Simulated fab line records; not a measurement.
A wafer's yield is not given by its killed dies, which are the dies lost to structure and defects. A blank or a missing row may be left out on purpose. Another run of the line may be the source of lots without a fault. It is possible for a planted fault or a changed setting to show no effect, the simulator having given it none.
Struck lot and sound lot, side by side    flow n5-finfet    36 steps out of a route of 1938
Sound: the wafers L808.2, L808.3, L808.6. Struck: wafer L817.2. (L817.4, L817.5 of the same lot were not struck and are left out.) The cause comes at the end.
At each step with rows: each side's tool, then ch and its chambers, then its first start. Under that, the readings that differ: sound wafers    struck wafers    difference of the means    sigmas: that difference in standard deviations of wafers without a fault.
alike: readings whose means differ by less than 2 such deviations, and words and numbers that are the same on both sides. not compared: withheld readings, readings that some wafer has no value for, bounds like >300 that may hide the same value, and numbers for which the record gives no deviation and whose values overlap.
A row with sigmas, a row that says differs or no value, or rows on one side alone: a step with any of these is where the two part. When numbers do not overlap yet have no deviation, they are printed without sigmas and do not part them. A reading that every wafer of one side lacks parts them only if that side has two wafers or more.

first, 9 steps without rows for these wafers: N5_MOL_CONTACT_COAG_DESCUM_13 (chemistry O2, time 7 s); N5_MOL_CONTACT_COAG_ETCH_59 (etches underlayer in N2/H2, target depth 13 nm, time 10.4 s); N5_MOL_CONTACT_COAG_ETCH_105 (etches SiARC in CF4, target depth 15.6 nm, time 26 s); N5_MOL_CONTACT_COAG_ETCH_106 (etches SOC in N2/H2, target depth 80 nm, overetch 16 nm, time 120 s); N5_MOL_CONTACT_COAG_STRIP_107 (strips in N2/H2); N5_MOL_CONTACT_COAG_STRIP_108 (strips in N2/H2); N5_MOL_CONTACT_COAG_CONTACT_ETCH_14 (etches SiO2 in C4F6/O2, target depth 27.5 nm, overetch 8.5 nm, time 20 s); N5_MOL_CONTACT_COAG_STRIP_109 (strips in C4F6/O2); N5_MOL_CONTACT_COAG_ETCH_15 (etches SiNx in CH3F/O2, stops on Si:P, target depth 7 nm).
N5_MOL_CONTACT_COAG_ETCH_110: etches Si in CF4/O2, target depth 2.5 nm, time 8 s.
  sound on rie-diel-03 ch 1,2,3, day 8 02:34; struck on rie-diel-06 ch 0, day 10 11:05
  alike: drypump-motor-current-A, oes-product-au, rf-vpp-V, showerhead-plenum-p-Torr, throttle-valve-pct
  not compared: rf-hours-counter-h
then, 25 steps without rows for these wafers: N5_MOL_CONTACT_COAG_STRIP_98 (strips in N2/H2); N5_MOL_CONTACT_COAG_IMPLANT_129; N5_MOL_CONTACT_COAG_PRECLEAN_111 (cleans in NF3:NH3, afs cycles 1, time 20 s, sublimation time 60 s); N5_MOL_CONTACT_COAG_TI_SIL_19 (material Ti, target thk 4.2 nm, time 15 s); N5_MOL_CONTACT_COAG_ALD_20 (deposits TiN, target thk 1.5 nm, pulse time 1 s, purge time 3 s); N5_MOL_CONTACT_COAG_SIL_ANNEAL_21 (time 60 s); N5_MOL_CONTACT_COAG_PRE_CLEAN_141 (time 60 s); N5_MOL_CONTACT_COAG_SPUTTER_143 (material Co, target thk 2.5 nm); N5_MOL_CONTACT_COAG_CO_FILL_22 (material Co, precursor CCTBA/H2, target thk 20 nm); N5_MOL_CONTACT_COAG_ANNEAL_113 (time 300 s); N5_MOL_CONTACT_COAG_PRE_CLEAN_142 (time 60 s); N5_MOL_CONTACT_COAG_SPUTTER_130 (material Co, target thk 47.5 nm); N5_MOL_CONTACT_COAG_PRECLEAN_125 (cleans in DIW, time 57.5 s); N5_MOL_CONTACT_COAG_SRD_126 (dry time 32 s); N5_MOL_CONTACT_COAG_CMP_23 (polishes, stops on SiO2, t overpolish 1.5 s, target thk 0 nm); N5_MOL_CONTACT_COAG_WET_ETCH_26 (target Co, target depth 13 nm); N5_MOL_CONTACT_COAG_WET_ETCH_116 (etches the open film in SC1-inhibited, target depth 4.6 nm, rinse time 30 s); N5_MOL_CONTACT_COAG_ALD_27 (deposits SiOC, target thk 17 nm, pulse time 1.5 s, time 2720 s); N5_MOL_CONTACT_COAG_CMP_28 (polishes, stops on SiNx, t overpolish 0.85 s, target thk 14.522 nm); N5_MOL_CONTACT_COAG_ALD_123 (deposits SiNx, target thk 5 nm, pulse time 1 s, purge time 2 s); N5_MOL_CONTACT_COAG_PECVD_31 (deposits SiO2 from TEOS/O2, target thk 46 nm, time 8.9 s); N5_MOL_CONTACT_COAG_COAT_75 (time 60 s, resist thk 60 nm); N5_MOL_CONTACT_COAG_COAT_76 (time 60 s, resist thk 10 nm); N5_MOL_CONTACT_COAG_COAT_77 (time 60 s, resist thk 10 nm); N5_MOL_CONTACT_COAG_COAT_78 (resist thk 40 nm).
-- the record jumps here: 8 days lie between the struck wafers' starts before and after (it left off in module MOL_CONTACT_COAG and takes up again in module PASSIVATION, whose first step shown is number 1936 of the route) --
N5_PASSIVATION_PROBE_49:
  the record has rows for the struck wafers here (prober-01, day 18 18:32) and none for the sound ones

## WHERE THEY PART
Only at N5_PASSIVATION_PROBE_49, within this record.

WHY: whatever the simulator had introduced
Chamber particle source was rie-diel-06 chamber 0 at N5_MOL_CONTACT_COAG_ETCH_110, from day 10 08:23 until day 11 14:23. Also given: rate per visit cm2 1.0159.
